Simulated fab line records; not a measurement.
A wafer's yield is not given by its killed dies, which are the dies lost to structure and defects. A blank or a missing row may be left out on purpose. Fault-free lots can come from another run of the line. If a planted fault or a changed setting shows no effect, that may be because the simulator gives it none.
Which tool did it? | flow n5Finfet | Sampling: 9 lots, 27 wafers, 7 of 1938 route steps

== WHAT THE GAUGES READ, wafer by wafer ==
N5_BEOL_M4_RC_MEAS_101. Usual: DIBL_N 36.3 mV/V, standard deviation 1.1; DIBL_P 36.3 mV/V, standard deviation 1.4; IOFF_N 0.155 nA/um, standard deviation 0.019; IOFF_P 0.211 nA/um, standard deviation 0.027; ION_N 672 uA/um, standard deviation 8.5; ION_P 462 uA/um, standard deviation 5.8; SS_N 71.5 mV/dec, standard deviation 0.56; SS_P 73.3 mV/dec, standard deviation 0.52; VT_N 249.9 mV, standard deviation 2.5; VT_P -249.8 mV, standard deviation 2.8.
lot  | measured     | on        | DIBL_N (mV/V)  | DIBL_P (mV/V)  | IOFF_N (nA/um)    | IOFF_P (nA/um)    | ION_N (uA/um) | ION_P (uA/um) | SS_N (mV/dec)  | SS_P (mV/dec)  | VT_N (mV)         | VT_P (mV)            | flag
L800 | day 9 18:11  | prober-01 | 37.5 37.8 35.0 | 38.2 39.5 35.7 | 0.185 0.200 0.143 | 0.238 0.248 0.190 | 676 675 670   | 460 459 463   | 71.3 73.1 71.3 | 74.3 74.2 73.0 | 247.9 245.3 250.0 | -248.6 -248.1 -251.1 | 
L802 | day 10 03:50 | prober-01 | 35.0 35.6 36.1 | 36.1 37.4 37.8 | 0.126 0.148 0.149 | 0.198 0.235 0.227 | 669 679 668   | 459 473 458   | 70.9 71.3 71.5 | 72.1 73.1 72.3 | 255.9 248.9 251.6 | -249.1 -247.1 -248.8 | 
L801 | day 10 12:52 | prober-01 | 35.6 34.9 35.7 | 36.9 35.4 35.9 | 0.152 0.134 0.153 | 0.178 0.170 0.178 | 669 670 671   | 451 456 455   | 71.1 71.3 72.0 | 73.6 73.3 73.3 | 248.7 249.2 251.5 | -253.7 -252.4 -253.4 | 
L805 | day 11 17:12 | prober-01 | 38.0 37.0 37.8 | 36.8 36.1 36.5 | 0.165 0.151 0.166 | 0.207 0.196 0.200 | 667 676 680   | 454 456 455   | 71.7 70.8 71.3 | 73.4 72.4 73.5 | 248.1 249.1 249.3 | -253.2 -252.9 -253.1 | 
L808 | day 13 23:12 | prober-02 | 35.9 35.7 35.2 | 36.0 35.8 35.6 | 0.138 0.138 0.128 | 0.162 0.165 0.158 | 662 671 668   | 451 455 456   | 71.5 71.1 70.8 | 73.4 72.9 72.3 | 250.9 253.8 255.3 | -255.3 -253.9 -256.4 | 
L809 | day 14 10:34 | prober-02 | 36.8 37.9 37.7 | 35.7 37.1 37.4 | 0.137 0.163 0.156 | 0.201 0.222 0.216 | 677 675 672   | 467 468 461   | 70.4 71.6 71.7 | 72.5 73.2 74.0 | 250.5 249.0 248.3 | -250.7 -246.1 -251.8 | 
L820 | day 16 08:40 | prober-01 | 34.9 34.3 34.9 | 37.6 36.8 36.6 | 0.168 0.150 0.157 | 0.241 0.235 0.232 | 668 673 665   | 470 472 465   | 70.4 71.7 71.8 | 73.3 73.1 72.6 | 247.3 249.5 251.7 | -247.3 -244.4 -248.7 | 
L818 | day 17 07:20 | prober-02 | 36.7 37.0 35.8 | 36.8 37.5 35.6 | 0.160 0.168 0.143 | 0.218 0.219 0.199 | 677 684 665   | 467 468 463   | 71.3 70.9 71.3 | 73.0 72.6 73.0 | 248.6 249.9 249.8 | -247.3 -248.5 -250.6 | 
L821 | day 17 17:07 | prober-01 | 35.6 36.3 36.0 | 35.2 34.7 35.2 | 0.158 0.159 0.158 | 0.210 0.200 0.205 | 682 666 675   | 464 459 458   | 72.1 72.0 71.3 | 73.3 73.4 73.0 | 248.2 249.2 249.8 | -248.4 -250.9 -249.2 | 

N5_BEOL_M12_THK_MEAS_50: measures by xrf. Usual: M12_THK gives 314 nm (standard deviation 4.6).
lot  | measured     | on           | M12_THK (nm) | flag
L800 | day 12 19:30 | filmMetro-02 | 305 323 314  | 
L802 | day 13 08:23 | filmMetro-02 | 319 311 316  | 
L801 | day 13 13:43 | filmMetro-01 | 313 317 309  | 
L805 | day 14 15:53 | filmMetro-01 | 315 311 309  | 
L808 | day 16 23:01 | filmMetro-02 | 317 316 315  | 
L809 | day 17 04:59 | filmMetro-02 | 308 314 315  | 
L820 | day 19 11:34 | filmMetro-01 | 313 316 313  | 
L818 | day 21 00:44 | filmMetro-02 | 308 580 307  | OFF
L821 | day 20 19:46 | filmMetro-01 | 318 318 311  | 

N5_BEOL_M12_INSPECT_55: inspects for defects (darkfield). Usual: rawDefectCount 67, standard deviation 23.
lot  | measured     | on               | rawDefectCount | flag
L800 | day 12 19:40 | defectInspect-02 | 60 56 43       | 
L802 | day 13 08:32 | defectInspect-01 | 56 68 56       | 
L801 | day 13 13:54 | defectInspect-02 | 70 28 33       | 
L805 | day 14 16:02 | defectInspect-01 | 111 96 85      | 
L808 | day 16 23:10 | defectInspect-01 | 70 53 73       | 
L809 | day 17 05:08 | defectInspect-01 | 52 72 62       | 
L820 | day 19 11:43 | defectInspect-02 | 61 54 62       | 
L818 | day 21 00:53 | defectInspect-01 | 127 4876 108   | OFF
L821 | day 20 19:55 | defectInspect-01 | 88 73 78       | 

== EACH LOT AND THE TOOL THAT RAN IT (in order: tool; ch and the chambers of the sampled wafers; start) ==
lot  | N5_BEOL_M12_DEGAS_41        | N5_BEOL_M12_PRE_CLEAN_42    | N5_BEOL_M12_CMP_49            | N5_BEOL_M12_DEP_53
L800 | pvdSputter-02, day 12 18:24 | pvdSputter-02, day 12 18:26 | cmp-04 ch 1,2, day 12 19:12   | pecvd-02 ch 2, day 12 19:34
L802 | pvdSputter-01, day 13 07:13 | pvdSputter-01, day 13 07:15 | cmp-04 ch 1,2,3, day 13 08:10 | pecvd-04 ch 0,1, day 13 08:27
L801 | pvdSputter-01, day 13 12:38 | pvdSputter-01, day 13 12:40 | cmp-04 ch 0,1, day 13 13:26   | pecvd-02 ch 1,2, day 13 13:49
L805 | pvdSputter-02, day 14 14:46 | pvdSputter-02, day 14 14:49 | cmp-04 ch 0,1,2, day 14 15:37 | pecvd-02 ch 0,1,2, day 14 15:56
L808 | pvdSputter-01, day 16 21:55 | pvdSputter-01, day 16 21:57 | cmp-04 ch 1,2,3, day 16 22:43 | pecvd-04 ch 1,2, day 16 23:05
L809 | pvdSputter-02, day 17 03:52 | pvdSputter-02, day 17 03:55 | cmp-03 ch 0,1,2, day 17 04:46 | pecvd-03 ch 0,1,2, day 17 05:04
L820 | pvdSputter-03, day 19 10:22 | pvdSputter-03, day 19 10:24 | cmp-04 ch 0,2,3, day 19 11:23 | pecvd-02 ch 0,1,2, day 19 11:38
L818 | pvdSputter-03, day 20 23:38 | pvdSputter-03, day 20 23:41 | cmp-04 ch 0,1,3, day 21 00:31 | pecvd-04 ch 0,2, day 21 00:48
L821 | pvdSputter-03, day 20 18:40 | pvdSputter-03, day 20 18:42 | cmp-02 ch 0,1,3, day 20 19:31 | pecvd-02 ch 0,1, day 20 19:50
- N5_BEOL_M12_DEGAS_41: time 60 s.
- N5_BEOL_M12_PRE_CLEAN_42: time 30 s.
- N5_BEOL_M12_CMP_49: polishes, stops on SiOC, t overpolish 20.6 s, target thk 320 nm.
- N5_BEOL_M12_DEP_53: deposits SiCN from 3MS/NH3, target thk 30 nm, time 10.5 s.

== AS READ BY THE TOOLS THEMSELVES (means over the sampled wafers that have a number; for cases with no such wafer, the mark the record gives instead) ==
N5_BEOL_M12_DEGAS_41. Usual: heaterPowerW 321 W, standard deviation 30.
lot  | tool          | heaterPowerW (W) | flag
L800 | pvdSputter-02 | 313              | 
L802 | pvdSputter-01 | 302              | 
L801 | pvdSputter-01 | 317              | 
L805 | pvdSputter-02 | 304              | 
L808 | pvdSputter-01 | 317              | 
L809 | pvdSputter-02 | 345              | 
L820 | pvdSputter-03 | 360              | 
L818 | pvdSputter-03 | 310              | 
L821 | pvdSputter-03 | 312              | 

N5_BEOL_M12_PRE_CLEAN_42. Usual: heaterPowerW 321 W, standard deviation 29.
lot  | tool          | heaterPowerW (W) | flag
L800 | pvdSputter-02 | 318              | 
L802 | pvdSputter-01 | 300              | 
L801 | pvdSputter-01 | 316              | 
L805 | pvdSputter-02 | 306              | 
L808 | pvdSputter-01 | 315              | 
L809 | pvdSputter-02 | 346              | 
L820 | pvdSputter-03 | 363              | 
L818 | pvdSputter-03 | 312              | 
L821 | pvdSputter-03 | 315              | 

N5_BEOL_M12_CMP_49. Usual: barrierFieldEndpointS 30.6 s, standard deviation 0.7; clearingPlatenDownForcePsi 1.500 psi, standard deviation 0.0031; motorCurrentA 6.2 A, standard deviation 0.56; overpolishRunS 20.599 s, standard deviation 0.0097; padLifeWafers 902, standard deviation 510.
lot  | tool   | barrierFieldEndpointS (s) | clearingPlatenDownForcePsi (psi) | motorCurrentA (A) | overpolishRunS (s) | padLifeWafers | flag
L800 | cmp-04 | 31.3                      | 1.497                            | 6.6               | 20.597             | 306           | 
L802 | cmp-04 | 31.1                      | 1.497                            | 6.7               | 20.599             | 386           | 
L801 | cmp-04 | 29.5                      | 1.501                            | 6.2               | 20.599             | 432           | 
L805 | cmp-04 | 30.5                      | 1.502                            | 6.2               | 20.598             | 596           | 
L808 | cmp-04 | 30.6                      | 1.501                            | 6.4               | 20.607             | 961           | 
L809 | cmp-03 | 31.3                      | 1.496                            | 6.0               | 20.606             | 434           | 
L820 | cmp-04 | 30.4                      | 1.501                            | 6.1               | 20.607             | 1461          | 
L818 | cmp-04 | 40.7                      | 1.498                            | 6.5               | 15.607             | 1754          | OFF
L821 | cmp-02 | 31.2                      | 1.496                            | 5.8               | 20.599             | 1358          | 

N5_BEOL_M12_DEP_53. Usual: showerheadPlenumPTorr 4.148 Torr, standard deviation 0.018; throttleValvePct 18.0 %, standard deviation 0.67.
lot  | tool     | showerheadPlenumPTorr (Torr) | throttleValvePct (%) | flag
L800 | pecvd-02 | 4.139                        | 17.9                 | 
L802 | pecvd-04 | 4.171                        | 17.8                 | 
L801 | pecvd-02 | 4.156                        | 17.8                 | 
L805 | pecvd-02 | 4.149                        | 18.0                 | 
L808 | pecvd-04 | 4.153                        | 18.2                 | 
L809 | pecvd-03 | 4.147                        | 18.0                 | 
L820 | pecvd-02 | 4.155                        | 18.0                 | 
L818 | pecvd-04 | 4.143                        | 18.6                 | 
L821 | pecvd-02 | 4.160                        | 17.9                 | 

== THE ANSWER, worked out from the rows above alone ==
Rule: a lot counts as off when the mean over its wafers that have a number is more than 3 standard deviations away from the usual mean. Also off: a lot with no number at a reading for which 4 or more lots have one. Any other lot the step has rows for is counted as sound. After the gauges, taken in route order, come the tools' own readings; for these a lot's mean is taken, as printed above. The first step at which some lot is off is used, and at that step the reading that is off furthest; a lot without a number counts as furthest.
Off: L818, at N5_BEOL_M12_THK_MEAS_50 (M12_THK).
If a tool, at a process step before that reading, ran all the lots that are off and no sound lot after the first of them, it fits. Not tried: the gauges at N5_BEOL_M12_THK_MEAS_50; whatever is off there is also off at N5_BEOL_M12_INSPECT_55, on other tools, and gauge error can't account for it. Undecided on this evidence; 2 tools fit (pvdSputter-03 at N5_BEOL_M12_DEGAS_41 and N5_BEOL_M12_PRE_CLEAN_42, cmp-04 at N5_BEOL_M12_CMP_49).

== WHAT THE SIMULATOR PUT IN ==
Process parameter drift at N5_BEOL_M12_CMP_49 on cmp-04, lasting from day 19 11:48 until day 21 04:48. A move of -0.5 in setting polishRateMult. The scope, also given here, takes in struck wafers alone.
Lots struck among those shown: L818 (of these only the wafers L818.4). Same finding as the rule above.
